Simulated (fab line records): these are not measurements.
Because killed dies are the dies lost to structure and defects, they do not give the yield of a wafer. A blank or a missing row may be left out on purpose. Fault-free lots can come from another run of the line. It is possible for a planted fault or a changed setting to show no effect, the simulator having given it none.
Which tool did it? / flow nand-harc / 14 lots, 42 wafers sampled, at 5 steps of a route of 1302

== WHAT THE GAUGES SHOWED, per wafer ==
NHARC_END_SORT_01.
lot=L583; measured=day 29 11:47; on=prober-02; killed-at-array=47 128 42; killed-at-other=0 0 0; killed-at-periphery=10 3 8; killed-dies=57 131 50; killed-open=2 2 5; killed-short=5 2 4
lot=L586; measured=day 30 10:14; on=prober-01; killed-at-array=70 146 69; killed-at-other=0 1 0; killed-at-periphery=9 10 4; killed-dies=79 157 73; killed-open=1 4 2; killed-short=0 2 4

== WHAT TOOL EACH LOT RAN ON (gives the tool, then ch and the chambers of the sampled wafers, and finally the start) ==
lot=L571; NHARC_A_CONTACT_ETCH_135=har-cap-etch-02 ch 0,1, day 22 03:32; NHARC_THIN_TSV_ETCH_15=rie-si-04 ch 0,1,3, day 23 14:19; NHARC_THIN_TSV_ETCHBACK_48=rie-diel-02 ch 0,1, day 23 16:03; NHARC_THIN_TSV_DEGAS_49=pvd-sputter-03, day 23 16:37
lot=L573; NHARC_A_CONTACT_ETCH_135=har-cap-etch-02 ch 0,1, day 23 04:02; NHARC_THIN_TSV_ETCH_15=rie-si-02 ch 0,2,3, day 24 12:16; NHARC_THIN_TSV_ETCHBACK_48=rie-diel-13 ch 1,2,3, day 24 13:42; NHARC_THIN_TSV_DEGAS_49=pvd-sputter-02, day 24 14:11
lot=L574; NHARC_A_CONTACT_ETCH_135=har-cap-etch-01 ch 0,1, day 23 18:28; NHARC_THIN_TSV_ETCH_15=rie-si-04 ch 0,2, day 25 05:04; NHARC_THIN_TSV_ETCHBACK_48=rie-diel-10 ch 0,2,3, day 25 06:28; NHARC_THIN_TSV_DEGAS_49=pvd-sputter-03, day 25 06:59
lot=L575; NHARC_A_CONTACT_ETCH_135=har-cap-etch-03 ch 0,1, day 23 20:13; NHARC_THIN_TSV_ETCH_15=rie-si-01 ch 0,2,3, day 25 06:15; NHARC_THIN_TSV_ETCHBACK_48=rie-diel-13 ch 0,1,2, day 25 07:47; NHARC_THIN_TSV_DEGAS_49=pvd-sputter-03, day 25 08:15
lot=L577; NHARC_A_CONTACT_ETCH_135=har-cap-etch-03 ch 0,1, day 24 11:08; NHARC_THIN_TSV_ETCH_15=rie-si-01 ch 0,3, day 25 20:20; NHARC_THIN_TSV_ETCHBACK_48=rie-diel-02 ch 0,1,3, day 25 21:46; NHARC_THIN_TSV_DEGAS_49=pvd-sputter-03, day 25 22:18
lot=L576; NHARC_A_CONTACT_ETCH_135=har-cap-etch-01 ch 0,1, day 24 22:37; NHARC_THIN_TSV_ETCH_15=rie-si-04 ch 1,2, day 26 15:29; NHARC_THIN_TSV_ETCHBACK_48=rie-diel-10 ch 0,2, day 26 16:58; NHARC_THIN_TSV_DEGAS_49=pvd-sputter-02, day 26 17:28
lot=L578; NHARC_A_CONTACT_ETCH_135=har-cap-etch-01 ch 0,1, day 25 20:55; NHARC_THIN_TSV_ETCH_15=rie-si-04 ch 0,1,3, day 27 09:11; NHARC_THIN_TSV_ETCHBACK_48=rie-diel-10 ch 0,2,3, day 27 10:40; NHARC_THIN_TSV_DEGAS_49=pvd-sputter-03, day 27 11:07
lot=L579; NHARC_A_CONTACT_ETCH_135=har-cap-etch-01 ch 0,1, day 26 02:04; NHARC_THIN_TSV_ETCH_15=rie-si-01 ch 0,1, day 27 10:20; NHARC_THIN_TSV_ETCHBACK_48=rie-diel-10 ch 0,1,3, day 27 11:53; NHARC_THIN_TSV_DEGAS_49=pvd-sputter-03, day 27 12:25
lot=L580; NHARC_A_CONTACT_ETCH_135=har-cap-etch-01 ch 0,1, day 26 09:10; NHARC_THIN_TSV_ETCH_15=rie-si-04 ch 1,2,3, day 27 20:07; NHARC_THIN_TSV_ETCHBACK_48=rie-diel-13 ch 0,1,3, day 27 21:38; NHARC_THIN_TSV_DEGAS_49=pvd-sputter-01, day 27 22:08
lot=L582; NHARC_A_CONTACT_ETCH_135=har-cap-etch-01 ch 0,1, day 27 01:33; NHARC_THIN_TSV_ETCH_15=rie-si-01 ch 0,2,3, day 28 12:09; NHARC_THIN_TSV_ETCHBACK_48=rie-diel-13 ch 0,1,3, day 28 13:42; NHARC_THIN_TSV_DEGAS_49=pvd-sputter-03, day 28 14:17
lot=L583; NHARC_A_CONTACT_ETCH_135=har-cap-etch-01 ch 0,1, day 27 08:18; NHARC_THIN_TSV_ETCH_15=rie-si-02 ch 0,1,2, day 28 18:10; NHARC_THIN_TSV_ETCHBACK_48=rie-diel-13 ch 0,3, day 28 19:40; NHARC_THIN_TSV_DEGAS_49=pvd-sputter-03, day 28 20:11
lot=L586; NHARC_A_CONTACT_ETCH_135=har-cap-etch-01 ch 0,1, day 28 06:32; NHARC_THIN_TSV_ETCH_15=rie-si-01 ch 0,2,3, day 29 16:47; NHARC_THIN_TSV_ETCHBACK_48=rie-diel-10 ch 1,2,3, day 29 18:11; NHARC_THIN_TSV_DEGAS_49=pvd-sputter-01, day 29 18:44
lot=L593; NHARC_A_CONTACT_ETCH_135=har-cap-etch-01 ch 0,1, day 31 19:03; NHARC_THIN_TSV_ETCH_15=rie-si-02 ch 0,2,3, day 33 06:48; NHARC_THIN_TSV_ETCHBACK_48=rie-diel-13 ch 0,3, day 33 08:23; NHARC_THIN_TSV_DEGAS_49=pvd-sputter-03, day 33 08:53
lot=L594; NHARC_A_CONTACT_ETCH_135=har-cap-etch-01 ch 0,1, day 32 06:20; NHARC_THIN_TSV_ETCH_15=rie-si-02 ch 0,2,3, day 33 18:20; NHARC_THIN_TSV_ETCHBACK_48=rie-diel-13 ch 1,2,3, day 33 19:47; NHARC_THIN_TSV_DEGAS_49=pvd-sputter-03, day 33 20:23
- NHARC_A_CONTACT_ETCH_135: etches the open film in C4F8/O2/Ar, time 311 s, target depth 1912 nm.
- NHARC_THIN_TSV_ETCH_15: target depth 3000 nm, bosch target overetch cycles 2, bosch etch step 2.8 s.
- NHARC_THIN_TSV_ETCHBACK_48: etches the open film in C4F8/Ar, target depth 1028.5 nm, time 405.17 s.
- NHARC_THIN_TSV_DEGAS_49: time 120 s.

== WHAT THE TOOLS THEMSELVES READ (means of the sampled wafers that have a number; where no wafer has one, the mark that the record gives instead) ==
NHARC_THIN_TSV_ETCH_15.
lot=L571; tool=rie-si-04; drypump-motor-current-A (A)=5.8
lot=L573; tool=rie-si-02; drypump-motor-current-A (A)=5.6
lot=L574; tool=rie-si-04; drypump-motor-current-A (A)=6.0
lot=L575; tool=rie-si-01; drypump-motor-current-A (A)=5.7
lot=L577; tool=rie-si-01; drypump-motor-current-A (A)=5.9
lot=L576; tool=rie-si-04; drypump-motor-current-A (A)=5.4
lot=L578; tool=rie-si-04; drypump-motor-current-A (A)=5.8
lot=L579; tool=rie-si-01; drypump-motor-current-A (A)=6.2
lot=L580; tool=rie-si-04; drypump-motor-current-A (A)=5.4
lot=L582; tool=rie-si-01; drypump-motor-current-A (A)=5.8
lot=L583; tool=rie-si-02; drypump-motor-current-A (A)=5.6
lot=L586; tool=rie-si-01; drypump-motor-current-A (A)=5.7
lot=L593; tool=rie-si-02; drypump-motor-current-A (A)=5.6
lot=L594; tool=rie-si-02; drypump-motor-current-A (A)=5.6

NHARC_THIN_TSV_ETCHBACK_48.
lot=L571; tool=rie-diel-02; oes-product-au (a.u.)=1.01; rf-vpp-V (V)=548
lot=L573; tool=rie-diel-13; oes-product-au (a.u.)=0.98; rf-vpp-V (V)=550
lot=L574; tool=rie-diel-10; oes-product-au (a.u.)=0.93; rf-vpp-V (V)=545
lot=L575; tool=rie-diel-13; oes-product-au (a.u.)=0.99; rf-vpp-V (V)=547
lot=L577; tool=rie-diel-02; oes-product-au (a.u.)=0.97; rf-vpp-V (V)=547
lot=L576; tool=rie-diel-10; oes-product-au (a.u.)=1.01; rf-vpp-V (V)=546
lot=L578; tool=rie-diel-10; oes-product-au (a.u.)=1.01; rf-vpp-V (V)=546
lot=L579; tool=rie-diel-10; oes-product-au (a.u.)=0.93; rf-vpp-V (V)=544
lot=L580; tool=rie-diel-13; oes-product-au (a.u.)=0.91; rf-vpp-V (V)=546
lot=L582; tool=rie-diel-13; oes-product-au (a.u.)=0.91; rf-vpp-V (V)=547
lot=L583; tool=rie-diel-13; oes-product-au (a.u.)=0.92; rf-vpp-V (V)=546
lot=L586; tool=rie-diel-10; oes-product-au (a.u.)=0.94; rf-vpp-V (V)=544
lot=L593; tool=rie-diel-13; oes-product-au (a.u.)=0.97; rf-vpp-V (V)=545
lot=L594; tool=rie-diel-13; oes-product-au (a.u.)=0.95; rf-vpp-V (V)=550

NHARC_THIN_TSV_DEGAS_49.
lot=L571; tool=pvd-sputter-03; heater-power-w (W)=462
lot=L573; tool=pvd-sputter-02; heater-power-w (W)=449
lot=L574; tool=pvd-sputter-03; heater-power-w (W)=448
lot=L575; tool=pvd-sputter-03; heater-power-w (W)=452
lot=L577; tool=pvd-sputter-03; heater-power-w (W)=463
lot=L576; tool=pvd-sputter-02; heater-power-w (W)=474
lot=L578; tool=pvd-sputter-03; heater-power-w (W)=505
lot=L579; tool=pvd-sputter-03; heater-power-w (W)=433
lot=L580; tool=pvd-sputter-01; heater-power-w (W)=527
lot=L582; tool=pvd-sputter-03; heater-power-w (W)=463
lot=L583; tool=pvd-sputter-03; heater-power-w (W)=437
lot=L586; tool=pvd-sputter-01; heater-power-w (W)=526
lot=L593; tool=pvd-sputter-03; heater-power-w (W)=470
lot=L594; tool=pvd-sputter-03; heater-power-w (W)=448

== THE ANSWER, worked out from the rows above alone ==
Rule: what is usual is taken from the lots themselves. Put in order of their means at a reading, lots are off if they are a third of the lots or fewer, leave a main group of 4 or more, and stand apart from it by a gap of 3 or more times the standard deviation of the main group's means; of several such gaps the widest counts. A main group whose means are all the same, to the digits that the tables above print for the reading, isn't used. A lot without any number at a reading at which 4 lots or more have one is off too. Where the step has rows for the other lots, those lots are counted as sound. The gauges are gone through in route order, then the tools' own readings, and for those a lot's mean is taken as printed above. The first step at which some lot is off is used, and at that step the reading that is off furthest; a lot without a number counts as furthest.
Across all readings shown, no lot is off: no conclusion can be drawn from this.

== WHAT THE SIMULATOR HAD INSERTED ==
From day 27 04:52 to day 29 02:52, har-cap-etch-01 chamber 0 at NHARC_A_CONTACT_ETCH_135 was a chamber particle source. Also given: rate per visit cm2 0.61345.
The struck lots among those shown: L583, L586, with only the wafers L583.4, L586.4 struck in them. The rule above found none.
